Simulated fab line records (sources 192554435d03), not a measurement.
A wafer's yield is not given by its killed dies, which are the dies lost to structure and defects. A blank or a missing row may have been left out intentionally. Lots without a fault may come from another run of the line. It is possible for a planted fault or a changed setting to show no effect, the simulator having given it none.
Chamber matching -- flow n5Finfet -- N5_BEOL_M8_TRENCH_ETCH_37 on rieDiel-02 has 4 sister chambers
The step etches SiCOH lowk in C4F6/O2, target depth 93.478 nm, time 31.2 s. 14 wafers are shown with their chamber, then 6 later ones without.

## WAFERS PAIRED WITH THEIR CHAMBERS
wafer,chamber,drypumpMotorCurrentA (A),rfVppV (V),throttleValvePct (%)
L466.1,2,5.4,670,20.84
L466.3,3,6.6,651,20.63
L466.5,1,5.4,661,21.08
L469.2,2,5.4,668,20.85
L469.5,2,5.4,669,20.85
L469.6,0,5.6,645,20.91
L473.2,2,5.4,669,20.86
L473.5,2,5.4,668,20.93
L475.2,0,5.6,646,20.93
L475.3,2,5.4,670,20.88
L475.5,2,5.4,669,20.95
L484.2,3,6.5,663,20.32
L484.4,2,5.4,668,20.90
L484.5,1,5.4,672,20.78

SIGNATURES, as means of the wafers listed above
reading,chamber 0,chamber 1,chamber 2,chamber 3,scatter within a chamber
drypumpMotorCurrentA,5.600,5.400,5.400,6.550,0.0224
rfVppV,645.50,666.50,668.88,657.00,3.71
throttleValvePct,20.9200,20.9300,20.8825,20.4750,0.102
Rule: a wafer lies at a distance from a chamber equal to the root of the sum of squares, over the readings, of (its reading less the chamber's mean, divided by the reading's scatter). The wafer belongs to the nearest chamber; if the next one is less than 2 further off, it can't be placed. The scatter: take each reading less its chamber's mean, square it, sum over the shown wafers, divide by the number of wafers less the number of chambers, and take the root.

## WAFERS MISSING THEIR CHAMBER
wafer,drypumpMotorCurrentA (A),rfVppV (V),throttleValvePct (%)
L486.2,6.5,662,20.31
L486.3,5.4,669,20.91
L486.6,5.4,673,20.79
L487.1,5.4,668,20.91
L487.5,5.3,673,20.78
L487.6,5.4,668,20.93

## THE CHAMBER EACH PASSED THROUGH
wafer,from the rows above,in truth
L486.2,3,3
L486.3,can't be placed: 2 or 1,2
L486.6,can't be placed: 2 or 1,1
L487.1,can't be placed: 2 or 1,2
L487.5,can't be placed: 2 or 1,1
L487.6,can't be placed: 1 or 2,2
Correct placement for 1 of the 6. Cannot be placed on the basis of these rows: 5; the candidates contain the true chamber in 5. Number placed wrongly: 0.
